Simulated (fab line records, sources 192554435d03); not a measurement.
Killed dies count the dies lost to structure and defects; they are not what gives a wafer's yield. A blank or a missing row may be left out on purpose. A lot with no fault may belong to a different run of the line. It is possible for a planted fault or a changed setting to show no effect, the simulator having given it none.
fab line records -- flow n5_finfet
record: lots: 6, wafers: 17, last_day: 17
route steps=1938 shown WELL_APT@36
lots that met no fault: taken from a fault-free run of the same line
start_h: the number of hours between the record's first day and the start of the first shown wafer of the lot -- wait_h: hours from the lot's prior step to this one -- " the same as in the row above -- L1.1+2: several wafers, shown together as one row -- - either no value or no given start -- * or withheld: withheld -- < > ~ a bound
route shown NAME@n: NAME is a module with steps in the file, n the number in the route of the first one -- usual: mean/standard deviation of fault-free wafers -- same: alike in all rows -- chamber/n: place in a boat -- sites: per-site readings -- _std_site: standard deviation of those values -- _edge_site: inner sites' mean taken away from outer sites' mean -- radius_mm: how far each site lies from the wafer's centre -- mask NAME#n: copy n -- behind: tool/chamber where the wafer was last shaped -- hold: what put the lot on hold/how long, in hours/how the hold closed -- device: which transistor (n, p or np) failed to switch -- end of line: tests of these same wafers at the route's end -- a step without rows: its recipe alone -- killed: the dies lost at the first sort to structure and to defects; this is not the yield of the wafer -- map: a wafer's dies, x killed, . not, _ none there
set.NAME: the setting that was run; set.NAME@STEP: the one run at that earlier step -- model.NAME: the simulator's own value behind a step, which no gauge read
lots seen at some steps along the route; tables by step, rows by wafer
services: when a tool's chamber went out of use (start_h, in hours from the record's first day, below 0 if earlier), for how many hours, and the reason
== steps ==
step: N5_WELL_APT_COAT_19
recipe: spin_rpm: 1357, resist_thk_nm: 950
step: N5_WELL_APT_EBR_21
recipe: solvent: PGMEA, ebr_width_mm: 1.5
step: N5_WELL_APT_SOFTBAKE_20
recipe: temp_c: 130, time_s: 60
step: N5_WELL_APT_EXPOSE_22
recipe: mask_id: PWELL, na: 0.8, source_shape: conventional, sigma_outer: 0.8, polarization: unpolarized, defocus_nm: 0, target_cd_nm: 200, dose_mj: 23.2
step: N5_WELL_APT_PEB_23
recipe: peb_temp_c: 130, peb_time_s: 90
step: N5_WELL_APT_DEVELOP_24
recipe: develop_time_s: 45, rinse_liquid: surfactant_rinse, dry: air_spin, dev_temp_c: 21
step: N5_WELL_APT_HARDBAKE_29
recipe: temp_c: 130, time_s: 120
step: N5_WELL_APT_CD_MEAS_25
recipe: target_cd_nm: 200, landing_energy_ev: 500, detector: se_inlens
usual: cd_nm: 199.4/2.8
lot.wafer,tool,chamber,start_h,wait_h,cd_nm
L233.1,cd_sem-02,0,20.84,-,203.8
L233.2,cd_sem-02,0,20.84,-,199.8
L233.3,cd_sem-02,0,20.84,-,199.1
L239.3,cd_sem-01,0,57.60,-,203.8
L239.5,cd_sem-01,0,57.60,-,198.7
L241.2,cd_sem-02,0,68.82,-,196.4
L241.3,cd_sem-02,0,68.82,-,197.9
L241.6,cd_sem-02,0,68.82,-,201.3
L243.1,cd_sem-03,0,80.85,-,203.7
L243.3,cd_sem-03,0,80.85,-,200.0
L243.6,cd_sem-03,0,80.85,-,200.8
L253.1,cd_sem-02,0,141.48,-,196.5
L253.3,cd_sem-02,0,141.48,-,197.5
L253.4,cd_sem-02,0,141.48,-,198.9
L255.1,cd_sem-01,0,153.24,-,195.5
L255.3,cd_sem-01,0,153.24,-,193.9
L255.5,cd_sem-01,0,153.24,-,197.2
step: N5_WELL_APT_OVL_MEAS_26
recipe: points_per_wafer: 44
usual: PWELL_OVL: 1/5.3
same: points_per_wafer: 44
lot.wafer,tool,chamber,start_h,wait_h,PWELL_OVL[nm]
L233.1,overlay-02,0,20.87,0.0,10
L233.2,overlay-02,0,20.87,0.0,5
L233.3,overlay-02,0,20.87,0.0,4
L239.3,overlay-01,0,57.63,0.0,-7
L239.5,overlay-01,0,57.63,0.0,5
L241.2,overlay-02,0,68.85,0.0,-7
L241.3,overlay-02,0,68.85,0.0,-1
L241.6,overlay-02,0,68.85,0.0,-6
L243.1,overlay-02,0,80.90,0.0,-8
L243.3,overlay-02,0,80.90,0.0,-3
L243.6,overlay-02,0,80.90,0.0,-2
L253.1,overlay-01,0,141.51,0.0,3
L253.3,overlay-01,0,141.51,0.0,9
L253.4,overlay-01,0,141.51,0.0,9
L255.1,overlay-01,0,153.27,0.0,-5
L255.3,overlay-01,0,153.27,0.0,-5
L255.5,overlay-01,0,153.27,0.0,3
step: N5_WELL_APT_INSPECT_27
recipe: mode: adi, inspect_instrument: macro
usual: raw_defect_count: 1.8/1.5
lot.wafer,tool,chamber,start_h,wait_h,raw_defect_count
L233.1,defect_inspect-02,-,20.90,0.0,1
L233.2,defect_inspect-02,-,20.90,0.0,1
L233.3,defect_inspect-02,-,20.90,0.0,0
L239.3,defect_inspect-02,-,57.65,0.0,0
L239.5,defect_inspect-02,-,57.65,0.0,0
L241.2,defect_inspect-02,-,68.87,0.0,3
L241.3,defect_inspect-02,-,68.87,0.0,1
L241.6,defect_inspect-02,-,68.87,0.0,0
L243.1,defect_inspect-02,-,80.92,0.0,0
L243.3,defect_inspect-02,-,80.92,0.0,3
L243.6,defect_inspect-02,-,80.92,0.0,1
L253.1,defect_inspect-02,-,141.54,0.0,2
L253.3,defect_inspect-02,-,141.54,0.0,1
L253.4,defect_inspect-02,-,141.54,0.0,3
L255.1,defect_inspect-01,-,153.29,0.0,2
L255.3,defect_inspect-01,-,153.29,0.0,4
L255.5,defect_inspect-01,-,153.29,0.0,2
step: N5_WELL_APT_DESCUM_30
recipe: chemistry: O2, time_s: 7.9, source_power_w: 50, bias_power_w: 20, pressure_mtorr: 20, rf_frequency_hz: 2.712e+07, temp_c: 40, o2_flow_sccm: 225
usual: drypump_motor_current_A: 5.7/0.45, oes_product_au: 0.81/0.11, rf_vpp_V: 243.0/1.1, showerhead_plenum_p_Torr: 2.08/0.046, throttle_valve_pct: 20.48/0.24
lot.wafer,tool,chamber,start_h,wait_h,drypump_motor_current_A,oes_product_au,rf_hours_counter_h,rf_vpp_V,showerhead_plenum_p_Torr,throttle_valve_pct
L233.1,rie_diel-04,3,20.93,0.0,6.0,0.67,227,242.6,2.07,20.53
L233.2,rie_diel-04,2,20.93,0.0,5.4,0.70,223,243.7,2.09,20.67
L233.3,rie_diel-04,0,20.93,0.0,5.9,0.85,72,240.9,2.02,20.19
L239.3,rie_diel-04,1,57.68,0.0,5.4,0.97,8,243.1,2.16,20.40
L239.5,rie_diel-04,2,57.68,0.0,5.4,0.70,-,243.2,2.08,20.70
L241.2,rie_diel-05,1,69.12,0.3,5.8,0.97,8,243.1,2.08,20.50
L241.3,rie_diel-05,3,69.12,0.3,5.0,0.69,239,242.4,2.05,20.59
L241.6,rie_diel-05,1,69.12,0.3,5.8,0.96,-,243.6,2.08,20.51
L243.1,rie_diel-04,0,80.99,0.1,5.9,0.82,91,243.9,2.02,20.21
L243.3,rie_diel-04,3,80.99,0.1,6.0,0.67,247,242.4,2.06,20.54
L243.6,rie_diel-04,3,80.99,0.1,6.0,0.67,-,242.5,2.06,20.54
L253.1,rie_diel-05,2,141.57,0.0,6.7,0.73,170,243.3,2.06,20.79
L253.3,rie_diel-05,3,141.57,0.0,5.0,0.99,10,242.8,2.05,20.22
L253.4,rie_diel-05,1,141.57,0.0,5.8,0.89,37,241.7,2.07,20.54
L255.1,rie_diel-05,1,153.32,0.0,5.8,0.87,41,242.5,2.07,20.54
L255.3,rie_diel-05,0,153.32,0.0,5.0,0.87,54,241.6,2.03,20.28
L255.5,rie_diel-05,2,153.32,0.0,6.7,0.72,-,243.5,2.06,20.81
step: N5_WELL_APT_IMPLANT_31
recipe: species: B, energy_kev: 60, dose_cm2: 1.5e+13, tilt_deg: 0, rotation_deg: 0
step: N5_WELL_APT_IMPLANT_32
recipe: species: BF2, energy_kev: 50, dose_cm2: 2e+13, tilt_deg: 0, rotation_deg: 0
usual: dose_ions_cm2: 2.0002e+13/2.1e+10, faraday_current_uA: 254/5.1
lot.wafer,tool,chamber,start_h,wait_h,dose_ions_cm2,faraday_current_uA
L233.1,implanter-02,0,21.21,0.1,1.9989e+13,263
L233.2,implanter-02,0,21.21,0.1,1.9974e+13,262
L233.3,implanter-02,0,21.21,0.1,2.0002e+13,262
L239.3,implanter-02,0,58.03,0.1,2.0023e+13,253
L239.5,implanter-02,0,58.03,0.1,1.9995e+13,256
L241.2,implanter-02,0,69.43,0.1,2.9544e+13,377
L241.3,implanter-02,0,69.43,0.1,2.9508e+13,381
L241.6,implanter-02,0,69.43,0.1,2.9533e+13,378
L243.1,implanter-02,0,81.27,0.1,2.9522e+13,380
L243.3,implanter-02,0,81.27,0.1,2.9528e+13,361
L243.6,implanter-02,0,81.27,0.1,2.9522e+13,365
L253.1,implanter-01,0,141.86,0.1,2.0026e+13,251
L253.3,implanter-01,0,141.86,0.1,1.9999e+13,255
L253.4,implanter-01,0,141.86,0.1,2.0032e+13,252
L255.1,implanter-02,0,157.41,4.0,2.0023e+13,252
L255.3,implanter-02,0,157.41,4.0,2.0015e+13,250
L255.5,implanter-02,0,157.41,4.0,2.002e+13,260
step: N5_WELL_APT_STRIP_33
recipe: chemistry: SPM, time_s: 900, temp_c: 130, h2so4_h2o2_vol_ratio: 4, dry: ipa_marangoni
== services ==
tool,chamber,start_h,hours,kind
rie_diel-04,1,9.62,-,clean
rie_diel-04,1,9.62,-,consumable_replace:focus_ring
rie_diel-04,1,9.62,23.0,scheduled_down
rie_diel-04,1,9.62,23.0,vent_cycle
rie_diel-05,1,30.71,-,clean
rie_diel-05,1,30.71,-,consumable_replace:focus_ring
rie_diel-05,1,30.71,18.3,scheduled_down
rie_diel-05,1,30.71,18.3,vent_cycle
rie_diel-05,-,34.46,0.1,repair
implanter-02,-,40.91,4.1,pm
implanter-02,-,52.79,1.5,repair
rie_diel-05,0,64.07,2.2,repair
rie_diel-04,0,87.45,6.6,repair
rie_diel-04,3,94.41,-,clean
rie_diel-04,3,94.41,-,consumable_replace:focus_ring
rie_diel-05,3,96.43,-,clean
rie_diel-05,3,96.43,-,consumable_replace:focus_ring
rie_diel-05,3,96.43,19.5,scheduled_down
rie_diel-05,3,96.43,19.5,vent_cycle
implanter-02,-,101.25,5.9,repair
rie_diel-04,2,108.99,-,clean
rie_diel-04,2,108.99,-,consumable_replace:focus_ring
rie_diel-04,2,108.99,10.1,scheduled_down
rie_diel-04,-,148.85,0.1,repair
== key ==
first_sign: step: N5_WELL_APT_IMPLANT_32, reading: dose_ions_cm2, direction: up, sigmas: 99+, usual: 2.0002e+13, struck: 2.9526e+13
effect: step: N5_WELL_APT_IMPLANT_32, reading: faraday_current_uA, direction: up, sigmas: 24, usual: 254, struck: 374
met_at N5_WELL_APT_IMPLANT_32
struck_wafers L241.2,L241.3,L241.6,L243.1,L243.3,L243.6
tester_left_out L241,L243
baseline_loss: step: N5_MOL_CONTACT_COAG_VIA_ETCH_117, wafers: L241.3
onset_between 58.03 69.43
fault: kind: process_parameter_drift, tool: implanter-02, chamber: -, onset_h: 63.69, steps: N5_WELL_APT_IMPLANT_32, channel: dose_cm2, offset: 9.5361e+12, shape: step, end_h: 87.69, acts_in: these_recipes_only, stated: 2e+13
tester_left_out: of these lots the tester's yield and bins aren't shown, on N5 and GAA mostly nor the transistor test; their killed dies are dies lost to structure and defects alone, not to doping, threshold or leakage, so they don't give the yield
baseline_loss: these wafers lose ten dies or more at that step, a loss of the line's own and not of a fault; the sort's usual values leave them out
